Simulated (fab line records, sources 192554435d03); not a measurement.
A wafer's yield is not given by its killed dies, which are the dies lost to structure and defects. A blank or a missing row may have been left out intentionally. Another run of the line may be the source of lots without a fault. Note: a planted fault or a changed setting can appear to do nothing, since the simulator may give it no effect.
Comparing a struck lot with a sound one -- flow n5_finfet -- 14 steps out of a route of 1938
Sound: wafers L938.2, L938.5, L938.6. Struck: wafers L933.3, L933.4, L933.5. At the end, the cause is stated.
Per side, at each step with rows, come the tool, then ch with its chambers, and then its first start. Under that, the readings that differ: sound wafers -- struck wafers -- difference of the means -- sigmas: that difference in standard deviations of wafers without a fault.
alike: readings with means less than 2 such deviations apart, plus words and numbers identical on both sides. not compared: withheld readings, readings lacking a value on some wafer, bounds such as >300 that could conceal the same value, and numbers that have no deviation in the record and whose values overlap.
Wherever a step has rows on one side only, a row that says differs or no value, or a row with sigmas, the two part there. When numbers do not overlap yet have no deviation, they are printed without sigmas and do not part them. Lack of a reading on every wafer of one side parts them only where that side has two or more wafers.

N5_SD_EPI_N_EPI_MEAS_23:
  sound on film_metro-02, day 7 23:29; struck on film_metro-02, day 6 15:43
  alike: thk_nm
then, 3 steps without rows for these wafers: N5_SD_EPI_N_PRECLEAN_24 (cleans in O3/DIW, time 60 s); N5_SD_EPI_N_SRD_25 (time 30 s); N5_SD_EPI_N_PRECLEAN_49 (cleans in NF3:NH3, afs cycles 1, time 20 s, sublimation time 60 s).
N5_SD_EPI_N_LINER_46: material SiNx, target thk 3 nm.
  sound on ald_sin-04 ch 1,2, day 7 23:47; struck on ald_sin-04 ch 0,1,3, day 6 16:29
  alike: heater_power_w
N5_SD_EPI_N_INSPECT_26: inspects for defects (darkfield).
  sound on defect_inspect-02, day 8 00:03; struck on defect_inspect-01, day 6 16:44
  alike: raw_defect_count
then, 6 steps without rows for these wafers: N5_SD_EPI_P_COAT_34 (time 60 s, resist thk 350 nm); N5_SD_EPI_P_COAT_35 (time 60 s, resist thk 35 nm); N5_SD_EPI_P_COAT_03 (resist thk 150 nm); N5_SD_EPI_P_EBR_05; N5_SD_EPI_P_SOFTBAKE_04 (time 60 s); N5_SD_EPI_P_EXPOSE_06 (exposes mask SD P BLK, target cd 240 nm).
N5_SD_EPI_P_PEB_07: peb time 60 s.
  sound on litho_track-03 ch 0, day 8 00:15; struck on litho_track-01, day 6 17:04
  no value came back on the struck wafers for chill_plate_temp_C (C), exhaust_pa (Pa); on the sound wafers chill_plate_temp_C (C) reads 22.88 22.91 22.71
then, 1 step without rows for these wafers: N5_SD_EPI_P_DEVELOP_08 (develop time 30 s).

== WHERE THEY PART ==
N5_SD_EPI_P_PEB_07 only, going by this record.

WHY: what the simulator had put in
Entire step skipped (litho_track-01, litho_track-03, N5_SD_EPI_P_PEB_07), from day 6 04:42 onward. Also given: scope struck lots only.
